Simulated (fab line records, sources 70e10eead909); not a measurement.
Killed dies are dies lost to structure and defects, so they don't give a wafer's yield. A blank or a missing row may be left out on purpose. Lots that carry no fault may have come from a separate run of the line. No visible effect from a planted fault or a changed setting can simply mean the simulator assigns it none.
What tool caused it? ; flow nandHarc ; 24 lots, 72 wafers sampled, at 6 steps of a route of 1159

WHAT EACH GAUGE READ, for each wafer
The record lacks any reading of a measuring or inspecting step that a usual standard deviation could be used to judge.

TOOL THAT RAN EACH LOT (tool first, then ch and the chambers of the sampled wafers, then the start)
lot;NHARC_A_STAIRCASE_TRIM_26;NHARC_A_STAIRCASE_ETCH_221;NHARC_A_STAIRCASE_ETCH_223;NHARC_A_STAIRCASE_ETCH_225;NHARC_A_STAIRCASE_DEP_322;NHARC_A_STAIRCASE_ETCHBACK_157
L074;rieDiel-01 ch 1,2, day 12 17:35 or earlier;rieDiel-04 ch 0,2,3, day 12 17:35 or earlier;rieDiel-04 ch 1,2, day 12 17:35 or earlier;rieDiel-04 ch 0,2,3, day 12 17:35 or earlier;pecvd-04 ch 0,1, day 12 17:35;rieDiel-01 ch 0,2,3, day 13 15:06
L077;rieDiel-01 ch 0,1,3, day 13 07:04 or earlier;rieDiel-04 ch 1,3, day 13 07:04 or earlier;rieDiel-04 ch 0,1,2, day 13 07:04 or earlier;rieDiel-04 ch 1,2,3, day 13 07:04 or earlier;pecvd-02 ch 0,1, day 13 07:04;rieDiel-04 ch 1,2,3, day 14 06:08
L075;rieDiel-01 ch 0,2, day 13 13:05 or earlier;rieDiel-08 ch 1,2,3, day 13 13:05 or earlier;rieDiel-08 ch 0,1, day 13 13:05 or earlier;rieDiel-08 ch 0,1,3, day 13 13:05 or earlier;pecvd-01 ch 0,2, day 13 13:05;rieDiel-08 ch 1,2,3, day 14 07:50
L076;rieDiel-08 ch 0,2, day 13 12:53 or earlier;rieDiel-01 ch 0,3, day 13 12:53 or earlier;rieDiel-01 ch 1,3, day 13 12:53 or earlier;rieDiel-01 ch 0,1, day 13 12:53 or earlier;pecvd-04 ch 1,2, day 13 12:53;rieDiel-04 ch 2,3, day 14 06:17
L078;rieDiel-01 ch 0,1,2, day 13 13:14 or earlier;rieDiel-04 ch 0,1,2, day 13 13:14 or earlier;rieDiel-04 ch 0,1,2, day 13 13:14 or earlier;rieDiel-04 ch 1,2, day 13 13:14 or earlier;pecvd-02 ch 0,1,2, day 13 13:14;rieDiel-08 ch 0,1,2, day 14 08:16
L080;rieDiel-01 ch 1,2,3, day 13 22:20 or earlier;rieDiel-04 ch 0,1,2, day 13 22:20 or earlier;rieDiel-04 ch 0,1,2, day 13 22:20 or earlier;rieDiel-04 ch 0,1,2, day 13 22:20 or earlier;pecvd-04 ch 0,1,2, day 13 22:20;rieDiel-04 ch 0,1,2, day 14 19:54
L079;rieDiel-04 ch 0,1,2, day 13 22:25 or earlier;rieDiel-01 ch 0,3, day 13 22:25 or earlier;rieDiel-01 ch 1,3, day 13 22:25 or earlier;rieDiel-01 ch 0,1, day 13 22:25 or earlier;pecvd-02 ch 0,1,2, day 13 22:25;rieDiel-08 ch 0,1,2, day 14 20:11
L082;rieDiel-01 ch 0,2,3, day 14 12:13 or earlier;rieDiel-08 ch 0,1,2, day 14 12:13 or earlier;rieDiel-08 ch 1,2,3, day 14 12:13 or earlier;rieDiel-08 ch 1,2,3, day 14 12:13 or earlier;pecvd-02 ch 0,2, day 14 12:13;rieDiel-08 ch 0,2, day 15 11:47
L081;rieDiel-01 ch 0,1,3, day 14 17:52 or earlier;rieDiel-01 ch 0,1,2, day 14 17:52 or earlier;rieDiel-01 ch 0,3, day 14 17:52 or earlier;rieDiel-01 ch 0,1,2, day 14 17:52 or earlier;pecvd-02 ch 1,2, day 14 17:52;rieDiel-01 ch 2,3, day 15 11:30
L084;rieDiel-08 ch 0,2, day 15 03:58 or earlier;rieDiel-01 ch 1,2,3, day 15 03:58 or earlier;rieDiel-01 ch 0,1, day 15 03:58 or earlier;rieDiel-01 ch 1,2, day 15 03:58 or earlier;pecvd-04 ch 0,1,2, day 15 03:58;rieDiel-01 ch 0,1, day 16 03:07
L083;rieDiel-08 ch 0,1,2, day 15 09:45 or earlier;rieDiel-04 ch 0,1,2, day 15 09:45 or earlier;rieDiel-04 ch 0,1,2, day 15 09:45 or earlier;rieDiel-04 ch 1,2, day 15 09:45 or earlier;pecvd-04 ch 0,2, day 15 09:45;rieDiel-08 ch 0,1,2, day 16 05:24
L087;rieDiel-01 ch 0,1,2, day 16 03:01 or earlier;rieDiel-08 ch 1,2, day 16 03:01 or earlier;rieDiel-08 ch 2,3, day 16 03:01 or earlier;rieDiel-08 ch 0,1, day 16 03:01 or earlier;pecvd-01 ch 0,1,2, day 16 03:01;rieDiel-01 ch 1,3, day 16 22:50
L086;rieDiel-04 ch 0,2,3, day 16 02:53 or earlier;rieDiel-04 ch 0,2,3, day 16 02:53 or earlier;rieDiel-04 ch 1,2,3, day 16 02:53 or earlier;rieDiel-04 ch 1,2,3, day 16 02:53 or earlier;pecvd-02 ch 0,1,2, day 16 02:53;rieDiel-04 ch 0,1,2, day 16 22:56
L085;rieDiel-08 ch 0,2,3, day 16 09:32 or earlier;rieDiel-01 ch 1,3, day 16 09:32 or earlier;rieDiel-01 ch 0,1,3, day 16 09:32 or earlier;rieDiel-01 ch 0,3, day 16 09:32 or earlier;pecvd-02 ch 1,2, day 16 09:32;rieDiel-08 ch 2,3, day 17 07:56
L088;rieDiel-08 ch 1,3, day 16 09:32 or earlier;rieDiel-04 ch 1,2,3, day 16 09:32 or earlier;rieDiel-04 ch 0,1,2, day 16 09:32 or earlier;rieDiel-04 ch 1,2,3, day 16 09:32 or earlier;pecvd-04 ch 0,2, day 16 09:32;rieDiel-08 ch 1,2, day 17 07:32
L089;rieDiel-08 ch 0,1, day 16 09:40 or earlier;rieDiel-01 ch 1,3, day 16 09:40 or earlier;rieDiel-01 ch 1,2,3, day 16 09:40 or earlier;rieDiel-01 ch 1,3, day 16 09:40 or earlier;pecvd-01 ch 0,1, day 16 09:40;rieDiel-08 ch 1,2,3, day 17 07:46
L090;rieDiel-08 ch 1,2,3, day 16 20:33 or earlier;rieDiel-01 ch 1,2,3, day 16 20:33 or earlier;rieDiel-01 ch 0,3, day 16 20:33 or earlier;rieDiel-01 ch 1,2,3, day 16 20:33 or earlier;pecvd-01 ch 0,1, day 16 20:33;rieDiel-04 ch 0,1, day 17 19:20
L091;rieDiel-04 ch 0,1,2, day 16 23:39 or earlier;rieDiel-01 ch 0,1,2, day 16 23:39 or earlier;rieDiel-01 ch 0,1,2, day 16 23:39 or earlier;rieDiel-01 ch 1,3, day 16 23:39 or earlier;pecvd-01 ch 0,1, day 16 23:39;rieDiel-01 ch 2,3, day 17 19:28
L092;rieDiel-08 ch 0,2,3, day 16 23:45 or earlier;rieDiel-01 ch 0,2,3, day 16 23:45 or earlier;rieDiel-01 ch 1,2, day 16 23:45 or earlier;rieDiel-01 ch 0,3, day 16 23:45 or earlier;pecvd-02 ch 0,2, day 16 23:45;rieDiel-04 ch 0,1, day 17 18:58
L093;rieDiel-04 ch 0,1,2, day 17 11:46 or earlier;rieDiel-04 ch 1,2,3, day 17 11:46 or earlier;rieDiel-04 ch 0,1,2, day 17 11:46 or earlier;rieDiel-04 ch 1,2,3, day 17 11:46 or earlier;pecvd-02 ch 0,1, day 17 11:46;rieDiel-01 ch 0,1,2, day 18 06:55
L094;rieDiel-08 ch 0,2,3, day 17 21:52 or earlier;rieDiel-04 ch 2,3, day 17 21:52 or earlier;rieDiel-04 ch 0,1, day 17 21:52 or earlier;rieDiel-04 ch 0,2,3, day 17 21:52 or earlier;pecvd-04 ch 0,1,2, day 17 21:52;rieDiel-08 ch 0,2,3, day 18 20:40
L095;rieDiel-01 ch 0,1,2, day 17 21:35 or earlier;rieDiel-01 ch 0,3, day 17 21:35 or earlier;rieDiel-01 ch 1,2,3, day 17 21:35 or earlier;rieDiel-01 ch 0,1,2, day 17 21:35 or earlier;pecvd-02 ch 1,2, day 17 21:35;rieDiel-01 ch 0,1, day 18 20:55
L097;rieDiel-04 ch 0,2, day 18 09:27 or earlier;rieDiel-01 ch 0,2,3, day 18 09:27 or earlier;rieDiel-01 ch 0,1, day 18 09:27 or earlier;rieDiel-01 ch 1,2, day 18 09:27 or earlier;pecvd-01 ch 0,1,2, day 18 09:27;rieDiel-08 ch 1,2, day 19 09:38
L096;rieDiel-04 ch 1,3, day 18 22:08 or earlier;rieDiel-08 ch 0,2, day 18 22:08 or earlier;rieDiel-08 ch 1,3, day 18 22:08 or earlier;rieDiel-08 ch 0,1,3, day 18 22:08 or earlier;pecvd-04 ch 0,1, day 18 22:08;rieDiel-01 ch 0,2, day 19 17:45
- NHARC_A_STAIRCASE_TRIM_26: chemistry O2, time 211.2 s.
- NHARC_A_STAIRCASE_ETCH_221: etches the open film in C4F8/O2, target depth 100 nm, time 40.5 s.
- NHARC_A_STAIRCASE_ETCH_223: etches the open film in C4F8/O2, target depth 100 nm, time 40.5 s.
- NHARC_A_STAIRCASE_ETCH_225: etches the open film in C4F8/O2, target depth 100 nm, time 40.5 s.
- NHARC_A_STAIRCASE_DEP_322: deposits SiO2, target thk 3800 nm.
- NHARC_A_STAIRCASE_ETCHBACK_157: etches the open film in CH3F/O2, target depth 90 nm, time 167.14 s.

AS READ BY THE TOOLS THEMSELVES (means over the sampled wafers that have a number; for cases with no such wafer, the mark the record gives instead)
NHARC_A_STAIRCASE_TRIM_26.
lot;tool;drypumpMotorCurrentA (A);oesProductAu (a.u.);rfVppV (V);showerheadPlenumPTorr (Torr);throttleValvePct (%)
L074;rieDiel-01;5.3;1.001;57.4;3.43;17.042
L077;rieDiel-01;5.5;0.989;57.8;3.57;17.041
L075;rieDiel-01;5.5;0.993;58.8;3.65;17.032
L076;rieDiel-08;5.7;1.002;57.5;3.47;17.035
L078;rieDiel-01;5.4;0.994;58.4;3.54;17.028
L080;rieDiel-01;5.2;0.993;57.6;3.53;17.037
L079;rieDiel-04;5.5;0.998;58.2;3.54;17.036
L082;rieDiel-01;5.3;0.996;57.7;3.64;17.040
L081;rieDiel-01;5.5;0.989;57.5;3.56;17.028
L084;rieDiel-08;5.4;0.998;57.9;3.62;17.040
L083;rieDiel-08;5.8;0.997;58.0;3.50;17.035
L087;rieDiel-01;5.4;0.990;58.7;3.52;17.021
L086;rieDiel-04;6.0;1.000;57.6;3.49;17.034
L085;rieDiel-08;5.5;0.997;57.6;3.45;17.045
L088;rieDiel-08;6.1;1.007;57.8;3.38;17.029
L089;rieDiel-08;6.1;0.990;57.7;3.34;17.037
L090;rieDiel-08;5.7;1.001;58.1;3.49;17.034
L091;rieDiel-04;5.4;0.999;57.3;3.53;17.036
L092;rieDiel-08;5.5;0.998;57.5;3.45;17.039
L093;rieDiel-04;5.4;1.003;57.7;3.52;17.035
L094;rieDiel-08;5.5;1.002;57.5;3.45;17.031
L095;rieDiel-01;5.4;1.001;58.2;3.52;17.034
L097;rieDiel-04;5.8;1.003;57.6;3.55;17.027
L096;rieDiel-04;6.1;1.006;57.4;3.41;17.033

NHARC_A_STAIRCASE_ETCH_221.
lot;tool;oesProductAu (a.u.);rfFwdPowerW (W);rfVppV (V)
L074;rieDiel-04;0.922;591;895
L077;rieDiel-04;0.936;591;893
L075;rieDiel-08;0.931;593;896
L076;rieDiel-01;0.949;595;902
L078;rieDiel-04;0.945;590;895
L080;rieDiel-04;0.915;589;896
L079;rieDiel-01;0.934;596;901
L082;rieDiel-08;0.934;594;895
L081;rieDiel-01;0.921;592;896
L084;rieDiel-01;0.937;593;896
L083;rieDiel-04;0.935;591;896
L087;rieDiel-08;0.961;594;901
L086;rieDiel-04;0.936;590;895
L085;rieDiel-01;0.937;595;896
L088;rieDiel-04;0.928;592;893
L089;rieDiel-01;0.950;595;897
L090;rieDiel-01;0.950;595;896
L091;rieDiel-01;0.940;594;896
L092;rieDiel-01;0.931;596;900
L093;rieDiel-04;0.932;592;893
L094;rieDiel-04;0.962;589;893
L095;rieDiel-01;0.944;595;900
L097;rieDiel-01;0.946;592;899
L096;rieDiel-08;0.961;592;898

NHARC_A_STAIRCASE_ETCH_223.
lot;tool;oesProductAu (a.u.);rfFwdPowerW (W);rfVppV (V)
L074;rieDiel-04;0.936;588.4;896
L077;rieDiel-04;0.941;591.0;896
L075;rieDiel-08;0.932;593.5;889
L076;rieDiel-01;0.952;593.7;898
L078;rieDiel-04;0.937;590.1;896
L080;rieDiel-04;0.931;590.1;896
L079;rieDiel-01;0.942;592.9;897
L082;rieDiel-08;0.924;594.8;895
L081;rieDiel-01;0.925;594.2;902
L084;rieDiel-01;0.945;594.9;896
L083;rieDiel-04;0.947;591.9;896
L087;rieDiel-08;0.945;594.2;893
L086;rieDiel-04;0.939;590.0;893
L085;rieDiel-01;0.939;594.3;897
L088;rieDiel-04;0.938;588.9;896
L089;rieDiel-01;0.949;595.9;895
L090;rieDiel-01;0.945;594.0;901
L091;rieDiel-01;0.951;593.3;895
L092;rieDiel-01;0.939;593.4;892
L093;rieDiel-04;0.935;590.7;896
L094;rieDiel-04;0.944;590.5;897
L095;rieDiel-01;0.945;595.0;896
L097;rieDiel-01;0.930;593.9;893
L096;rieDiel-08;0.937;594.2;889

NHARC_A_STAIRCASE_ETCH_225.
lot;tool;oesProductAu (a.u.);rfFwdPowerW (W);rfVppV (V)
L074;rieDiel-04;0.930;589;895
L077;rieDiel-04;0.930;592;894
L075;rieDiel-08;0.940;592;890
L076;rieDiel-01;0.934;595;897
L078;rieDiel-04;0.935;592;894
L080;rieDiel-04;0.936;590;897
L079;rieDiel-01;0.938;594;897
L082;rieDiel-08;0.924;592;894
L081;rieDiel-01;0.928;592;896
L084;rieDiel-01;0.932;593;892
L083;rieDiel-04;0.944;590;894
L087;rieDiel-08;0.934;590;889
L086;rieDiel-04;0.939;592;893
L085;rieDiel-01;0.946;595;900
L088;rieDiel-04;0.926;592;892
L089;rieDiel-01;0.946;592;892
L090;rieDiel-01;0.945;594;896
L091;rieDiel-01;0.934;597;897
L092;rieDiel-01;0.928;596;901
L093;rieDiel-04;0.941;591;893
L094;rieDiel-04;0.947;589;894
L095;rieDiel-01;0.942;594;895
L097;rieDiel-01;0.938;592;894
L096;rieDiel-08;0.939;592;888

NHARC_A_STAIRCASE_DEP_322.
lot;tool;heaterPowerW (W);mfcPrecursorSccm (sccm);rfFwdPowerW (W)
L074;pecvd-04;667;199.9;499.3
L077;pecvd-02;604;199.6;501.0
L075;pecvd-01;676;200.6;500.2
L076;pecvd-04;646;199.4;499.7
L078;pecvd-02;678;200.0;499.9
L080;pecvd-04;624;199.6;499.3
L079;pecvd-02;726;200.4;498.5
L082;pecvd-02;659;200.1;499.7
L081;pecvd-02;697;199.8;498.9
L084;pecvd-04;606;200.3;500.0
L083;pecvd-04;559;199.9;500.6
L087;pecvd-01;675;200.2;499.6
L086;pecvd-02;709;200.3;500.4
L085;pecvd-02;833;199.1;498.3
L088;pecvd-04;529;199.7;500.3
L089;pecvd-01;775;200.1;500.8
L090;pecvd-01;742;199.6;500.0
L091;pecvd-01;788;199.8;500.9
L092;pecvd-02;711;199.9;500.2
L093;pecvd-02;636;200.4;498.6
L094;pecvd-04;604;200.2;500.5
L095;pecvd-02;724;200.4;497.3
L097;pecvd-01;658;199.7;497.9
L096;pecvd-04;740;200.0;499.9

NHARC_A_STAIRCASE_ETCHBACK_157.
lot;tool;drypumpMotorCurrentA (A);oesProductAu (a.u.);rfFwdPowerW (W);rfVppV (V);showerheadPlenumPTorr (Torr);throttleValvePct (%)
L074;rieDiel-01;5.3;0.94;498.5;245.0;2.54;20.658
L077;rieDiel-04;5.7;1.00;498.7;243.8;2.41;20.661
L075;rieDiel-08;5.7;1.00;498.9;243.2;2.43;20.667
L076;rieDiel-04;6.3;0.99;497.7;243.9;2.38;20.660
L078;rieDiel-08;5.8;1.00;497.3;244.0;2.43;20.673
L080;rieDiel-04;5.4;1.01;496.8;245.0;2.46;20.666
L079;rieDiel-08;5.8;1.00;497.8;243.9;2.43;20.669
L082;rieDiel-08;5.7;0.99;497.1;243.8;2.40;20.659
L081;rieDiel-01;5.0;0.99;498.8;245.3;2.51;20.653
L084;rieDiel-01;5.7;1.00;497.9;243.4;2.47;20.663
L083;rieDiel-08;5.8;1.01;498.5;243.2;2.43;20.654
L087;rieDiel-01;5.4;1.01;497.9;243.6;2.39;20.659
L086;rieDiel-04;5.4;1.00;496.7;244.8;2.45;20.667
L085;rieDiel-08;5.4;0.93;498.7;243.3;2.39;20.658
L088;rieDiel-08;6.0;1.01;497.8;243.6;2.45;20.657
L089;rieDiel-08;5.7;0.97;498.2;243.1;2.42;20.664
L090;rieDiel-04;5.6;1.01;496.6;244.5;2.47;20.651
L091;rieDiel-01;5.1;1.00;498.4;244.4;2.53;20.669
L092;rieDiel-04;5.3;1.01;498.4;244.7;2.45;20.655
L093;rieDiel-01;5.4;0.94;497.4;244.4;2.44;20.660
L094;rieDiel-08;5.5;0.93;497.7;243.7;2.39;20.667
L095;rieDiel-01;5.6;0.95;497.2;243.3;2.39;20.662
L097;rieDiel-08;5.6;0.93;498.1;245.5;2.53;20.665
L096;rieDiel-01;5.5;0.92;500.4;244.5;2.52;20.666

THE ANSWER, worked out from the rows above alone
Rule: what is usual is taken from the lots themselves. The widest of any qualifying gaps counts: lots, ordered by their means at a reading, are off when they make up no more than a third of the lots, leave a main group of 4 or more, and stand apart from it by 3 or more times the standard deviation of that group's means. Not used: any main group whose means are identical at the precision the tables above print for the reading. A lot without any number at a reading at which 4 lots or more have one is off too. Where the step has rows for the other lots, those lots are counted as sound. The gauges are gone through in route order, then the tools' own readings, and for those a lot's mean is taken as printed above. At the first step where some lot is off, the reading lying furthest off is the one used; lots without a number count as furthest.
Nothing can be told from this: no lot is off at any reading shown.

WHAT WAS PUT IN BY THE SIMULATOR
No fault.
